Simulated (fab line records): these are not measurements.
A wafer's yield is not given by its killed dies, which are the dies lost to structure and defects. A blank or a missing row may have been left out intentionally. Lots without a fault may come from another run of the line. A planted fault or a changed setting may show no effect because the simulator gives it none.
Chamber matching + flow nand harc + 4 sister chambers for NHARC_A_WL_FILL_ALD_10 on ald hk-03
The step deposits SiO2, target thk 50 nm, pulse time 10 s, ald cycles 500. 8 wafers are shown with their chamber, then 8 later ones without.

WAFERS, EACH WITH ITS CHAMBER
| wafer  | chamber | heater power w (W) | heater power outer w (W) |
|--------|---------|--------------------|--------------------------|
| L306.4 | 0       | 484                | 294                      |
| L313.1 | 1       | 425                | 234                      |
| L318.3 | 2       | 411                | 228                      |
| L318.5 | 0       | 481                | 287                      |
| L322.4 | 3       | 531                | 285                      |
| L322.1 | 1       | 425                | 239                      |
| L322.6 | 3       | 515                | 293                      |
| L323.1 | 2       | 418                | 231                      |

WAFERS WHOSE CHAMBER IS MISSING
| wafer  | heater power w (W) | heater power outer w (W) |
|--------|--------------------|--------------------------|
| L323.2 | 481                | 286                      |
| L323.6 | 519                | 288                      |
| L325.3 | 416                | 230                      |
| L325.5 | 523                | 294                      |
| L325.6 | 480                | 293                      |
| L327.3 | 413                | 225                      |
| L327.4 | 417                | 234                      |
| L327.6 | 528                | 287                      |

EACH ONE'S CHAMBER
| wafer  | from the rows above     | in truth |
|--------|-------------------------|----------|
| L323.2 | 0                       | 0        |
| L323.6 | 3                       | 3        |
| L325.3 | can't be placed: 2 or 1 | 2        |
| L325.5 | 3                       | 3        |
| L325.6 | 0                       | 0        |
| L327.3 | 2                       | 2        |
| L327.4 | can't be placed: 2 or 1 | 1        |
| L327.6 | 3                       | 3        |
Placed correctly: 6 of 8. These rows do not allow placing 2 (true chamber among the candidates in 2). Placed wrongly: 0.
How it was worked out, from the rows above alone: a wafer's distance from a chamber is the root of the sum, over the readings, of the square of ((its reading less the chamber's mean) divided by the reading's scatter). If the next closest chamber is less than 2 further off than the closest, the wafer can't be placed; otherwise it belongs to the closest. Each chamber's mean is taken over the wafers shown for it. How the scatter is found: for the shown wafers, subtract from each reading the mean of its chamber, square and add these, divide the total by (wafers less chambers), then take the root.
